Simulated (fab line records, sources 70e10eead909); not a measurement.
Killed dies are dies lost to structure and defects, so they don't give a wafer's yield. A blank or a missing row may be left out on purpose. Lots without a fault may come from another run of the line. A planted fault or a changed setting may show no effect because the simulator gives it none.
Chamber matching | flow nand_harc | NHARC_A_STAIRCASE_ETCH_444 on rie_diel-07: 4 sister chambers
The step etches the open film in C4F8/O2, target depth 20400 nm, time 6800 s. 22 wafers are shown with their chamber, then 11 later ones without.

WAFERS WITH THEIR CHAMBER
wafer  | chamber | rf_vpp_V (V) | oes_product_au (a.u.)
L075.1 | 1       | 815          | 0.932
L075.2 | 2       | 811          | 0.931
L075.4 | 0       | 810          | 0.908
L075.3 | 3       | 804          | 0.942
L075.5 | 1       | 814          | 0.938
L075.6 | 2       | 811          | 0.933
L078.1 | 2       | 811          | 0.930
L078.4 | 0       | 811          | 0.913
L078.6 | 1       | 816          | 0.931
L077.3 | 0       | 810          | 0.940
L077.4 | 2       | 811          | 0.964
L077.5 | 3       | 803          | 0.975
L082.2 | 3       | 801          | 0.969
L082.3 | 0       | 811          | 0.944
L082.4 | 1       | 814          | 0.944
L084.1 | 2       | 808          | 0.907
L084.2 | 1       | 816          | 0.929
L084.4 | 2       | 810          | 0.912
L086.2 | 2       | 808          | 0.912
L086.3 | 3       | 801          | 0.924
L086.6 | 3       | 801          | 0.919
L089.3 | 1       | 814          | 0.922

SIGNATURES (means of the wafers above)
reading        | chamber 0 | chamber 1 | chamber 2 | chamber 3 | scatter within a chamber
rf_vpp_V       | 810.50    | 814.83    | 810.00    | 802.00    | 1.2
oes_product_au | 0.92625   | 0.93267   | 0.92700   | 0.94580   | 0.0185
Rule: a wafer's distance from a chamber is the root of the sum, over the readings, of the square of ((its reading less the chamber's mean) divided by the reading's scatter). The wafer belongs to the nearest chamber; if the next one is less than 2 further off, it can't be placed. The scatter: the root of (the sum of the squares of (reading less its chamber's mean) over the shown wafers, divided by (wafers less chambers)).

WAFERS WITHOUT THEIR CHAMBER
wafer  | rf_vpp_V (V) | oes_product_au (a.u.)
L089.4 | 809          | 0.914
L089.6 | 814          | 0.925
L092.3 | 811          | 0.911
L092.5 | 812          | 0.909
L092.6 | 801          | 0.918
L094.4 | 808          | 0.926
L094.5 | 801          | 0.931
L094.6 | 809          | 0.929
L095.2 | 810          | 0.911
L095.4 | 811          | 0.919
L095.5 | 813          | 0.931

WHICH CHAMBER EACH WENT THROUGH
wafer  | from the rows above          | in truth
L089.4 | can't be placed: 2 or 0      | 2
L089.6 | 1                            | 1
L092.3 | can't be placed: 0 or 2      | 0
L092.5 | can't be placed: 0 or 2 or 1 | 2
L092.6 | 3                            | 3
L094.4 | can't be placed: 2 or 0      | 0
L094.5 | 3                            | 3
L094.6 | can't be placed: 2 or 0      | 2
L095.2 | can't be placed: 2 or 0      | 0
L095.4 | can't be placed: 0 or 2      | 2
L095.5 | can't be placed: 1 or 0 or 2 | 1
Placed correctly: 3 of 11. Can't be placed from these rows: 8 (the true chamber is among the candidates in 8). Placed wrongly: 0.
